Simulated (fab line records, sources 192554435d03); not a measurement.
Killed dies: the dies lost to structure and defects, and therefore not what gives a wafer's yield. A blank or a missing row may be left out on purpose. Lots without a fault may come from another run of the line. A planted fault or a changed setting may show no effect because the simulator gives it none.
Problem report in the 8D (eight disciplines) form, filled by code + flow n5_finfet + the parts of the form that need people (team, actions taken, sign-off) are left out

== 1. WHAT IS WRONG ==
Mean of rf_fwd_power_W at N5_BEOL_M8_ETCH_65: 400.6 W across 2 wafers in 2 lots; on wafers with no fault it is 532.6 W (standard deviation 2.2). That puts it -60 standard deviations away from the usual mean.
The step: etches SiARC in CF4, target depth 15.6 nm, time 26 s.
Seen first at day 14 16:58 on rie_diel-04, wafer L490.5. The record holds 32 wafers of 11 lots with a number at this step. The rule behind "out" and "out of limits": a value lying over 4 standard deviations away from the usual mean. The rest of the wafers with a number are treated as sound.

== 2. WHAT IT IS, AND WHAT IT ISN'T ==
| question                    | is                                          | is not                                                                                |
|-----------------------------|---------------------------------------------|---------------------------------------------------------------------------------------|
| which readings at this step | rf_fwd_power_W, etch_rf_on_time_s, rf_vpp_V | drypump_motor_current_A, oes_product_au, showerhead_plenum_p_Torr, throttle_valve_pct |
| which lots                  | L488, L490                                  | L471, L472, L473, L478, L479, L480, L491, L492, L494                                  |
| which wafers of those lots  | L488.1, L490.5                              | L488.2, L488.4, L490.1, L490.3                                                        |
| read on which tools         | rie_diel-04                                 | rie_diel-02, rie_diel-03                                                              |
| when                        | from day 14 16:58                           | up to then (22 sound wafers); but 8 sound wafers of L488, L492, L494 came after       |

== 3. THE SUSPECTS, EACH WITH WHAT RULES IT OUT ==
Counting: if a tool at a process step up to the reading ran every lot that is out, it stays a suspect. Sound lots after the first of them don't rule it out here, since some wafers of a struck lot are sound.
- pvd_sputter-02 at N5_BEOL_M8_HM_DEP_02 (deposits TiN, target thk 20 nm): kept. It processed each lot that is out (first: L490, day 14 15:07); up to then, its last sound lot is L471 (day 9 16:22).
- rie_diel-04 at N5_BEOL_M8_ETCH_65 (etches SiARC in CF4, target depth 15.6 nm, time 26 s): kept. It processed each lot that is out (first: L490, day 14 16:58); up to then, its last sound lot is L473 (day 10 07:52). Its own readings are out on those wafers: etch_rf_on_time_s, rf_fwd_power_W, rf_vpp_V.
- rie_diel-04, N5_BEOL_M8_ETCH_65: wafers that are out in chamber 2, sound lot-mates in chambers 0, 1, 3.
The count leaves rie_diel-04 at N5_BEOL_M8_ETCH_65 and pvd_sputter-02 at N5_BEOL_M8_HM_DEP_02.

== 4. THE CAUSE (what the simulator had put in) ==
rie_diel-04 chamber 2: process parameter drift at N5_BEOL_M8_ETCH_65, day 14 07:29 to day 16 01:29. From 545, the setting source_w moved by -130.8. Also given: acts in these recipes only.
Of the 2 suspects that counting leaves, this tool is one.

== 5. SEQUENCE OF EFFECTS, ordered by route ==
Rows list readings where the struck wafers' mean (over those with a number) sits beyond 3 standard deviations from the usual. Readings are gone through only where the record gives a usual standard deviation; hours: the median, over the lots, of the time from a lot's start at the first step in this table giving one to that lot's start at this step; sigmas: the change measured in usual standard deviations.
| hours | step               | reading           | usual   | on struck wafers | change | sigmas |
|-------|--------------------|-------------------|---------|------------------|--------|--------|
| 0     | N5_BEOL_M8_ETCH_65 | etch_rf_on_time_s | 26.2 s  | 32.7             | +6.5   | +12    |
| 0     | N5_BEOL_M8_ETCH_65 | rf_fwd_power_W    | 532.6 W | 400.6            | -132.0 | -60    |
| 0     | N5_BEOL_M8_ETCH_65 | rf_vpp_V          | 183.9 V | 201.6            | +17.7  | +15    |
It contains these process steps:
- N5_BEOL_M8_ETCH_65: etches SiARC in CF4, target depth 15.6 nm, time 26 s.
Later steps that measure or inspect, where all struck wafers having a row at the step show a number for every such reading and not one has moved that far: N5_BEOL_M8_CD_MEAS_35.

== 6. WHAT WOULD HAVE CAUGHT IT SOONER ==
In this record no reading fell out of limits until day 14 16:58, 9 hours after the fault had begun at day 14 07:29.
